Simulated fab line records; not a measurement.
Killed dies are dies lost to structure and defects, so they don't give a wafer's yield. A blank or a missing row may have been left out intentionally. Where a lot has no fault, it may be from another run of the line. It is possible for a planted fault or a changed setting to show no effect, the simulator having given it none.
The tool behind it: which one? + flow n5_finfet + 33 wafers from 11 lots sampled at 4 of the route's 1938 steps

## WHAT THE GAUGES READ, wafer by wafer
N5_BEOL_M10_THK_MEAS_53: measures by xrf.
| lot  | measured     | on            | M10_THK (nm)      |
|------|--------------|---------------|-------------------|
| L903 | day 11 19:23 | film_metro-02 | 139.2 139.2 137.5 |
| L904 | day 12 17:23 | film_metro-02 | 142.6 138.7 142.9 |
| L906 | day 12 17:28 | film_metro-02 | 144.0 141.5 139.7 |
| L907 | day 13 01:43 | film_metro-02 | 137.0 139.1 136.5 |
| L909 | day 13 10:34 | film_metro-01 | 140.8 140.8 140.7 |
| L911 | day 13 23:02 | film_metro-01 | 140.5 140.9 142.0 |
| L918 | day 15 11:29 | film_metro-02 | 142.9 141.2 141.1 |
| L920 | day 15 23:44 | film_metro-02 | 139.4 140.2 140.5 |
| L921 | day 16 05:27 | film_metro-01 | 137.3 140.7 141.3 |
| L923 | day 16 17:51 | film_metro-01 | 139.9 140.8 138.0 |
| L925 | day 17 17:52 | film_metro-02 | 139.7 138.2 139.5 |

## EACH LOT AND THE TOOL THAT RAN IT (in order: tool; ch and the chambers of the sampled wafers; start)
| lot  | N5_BEOL_M10_SURFACE_TREAT_76 | N5_BEOL_M10_ECD_50             | N5_BEOL_M10_CMP_52            |
|------|------------------------------|--------------------------------|-------------------------------|
| L903 | pvd_sputter-03, day 11 17:42 | ecd_cu-02 ch 0,1, day 11 18:20 | cmp-01 ch 1,2,3, day 11 19:07 |
| L904 | pvd_sputter-02, day 12 16:05 | ecd_cu-02 ch 0,1, day 12 16:41 | cmp-02 ch 0,1, day 12 17:07   |
| L906 | pvd_sputter-02, day 12 16:07 | ecd_cu-01 ch 0,1, day 12 16:46 | cmp-01 ch 2,3, day 12 17:10   |
| L907 | pvd_sputter-02, day 12 22:52 | ecd_cu-01 ch 0,1, day 13 00:43 | cmp-02 ch 0,1,3, day 13 01:25 |
| L909 | pvd_sputter-01, day 13 09:06 | ecd_cu-01 ch 0,1, day 13 09:29 | cmp-01 ch 0,1,2, day 13 10:19 |
| L911 | pvd_sputter-03, day 13 21:56 | ecd_cu-01 ch 0,1, day 13 22:20 | cmp-02 ch 0,1,2, day 13 22:47 |
| L918 | pvd_sputter-02, day 15 09:38 | ecd_cu-02 ch 0,1, day 15 10:11 | cmp-04 ch 0,2, day 15 11:14   |
| L920 | pvd_sputter-03, day 15 22:03 | ecd_cu-02 ch 0,1, day 15 22:35 | cmp-01 ch 0,3, day 15 23:26   |
| L921 | pvd_sputter-01, day 16 03:58 | ecd_cu-02 ch 0,1, day 16 04:22 | cmp-04 ch 1,3, day 16 05:10   |
| L923 | pvd_sputter-02, day 16 16:46 | ecd_cu-02 ch 0,1, day 16 17:08 | cmp-04 ch 0,3, day 16 17:35   |
| L925 | pvd_sputter-03, day 17 16:23 | ecd_cu-01 ch 0,1, day 17 16:41 | cmp-02 ch 0,2,3, day 17 17:34 |
- N5_BEOL_M10_SURFACE_TREAT_76
- N5_BEOL_M10_ECD_50: material Cu, target thk 318 nm.
- N5_BEOL_M10_CMP_52: polishes, stops on SiCOH lowk, t overpolish 7 s, target thk 140 nm.

## THE ANSWER, worked out from the rows above alone
Rule: the lots themselves supply what counts as usual. Put in order of their means at a reading, lots are off if they are a third of the lots or fewer, leave a main group of 4 or more, and stand apart from it by a gap of 3 or more times the standard deviation of the main group's means; of several such gaps the widest counts. The tables above print the reading to a certain number of digits; a main group whose means all agree to those digits is not used. A lot without any number at a reading at which 4 lots or more have one is off too. The other lots that the step has rows for count as sound.
No lot is off on any of the readings shown, so nothing can be concluded from this.

## WHAT THE SIMULATOR HAD PUT IN
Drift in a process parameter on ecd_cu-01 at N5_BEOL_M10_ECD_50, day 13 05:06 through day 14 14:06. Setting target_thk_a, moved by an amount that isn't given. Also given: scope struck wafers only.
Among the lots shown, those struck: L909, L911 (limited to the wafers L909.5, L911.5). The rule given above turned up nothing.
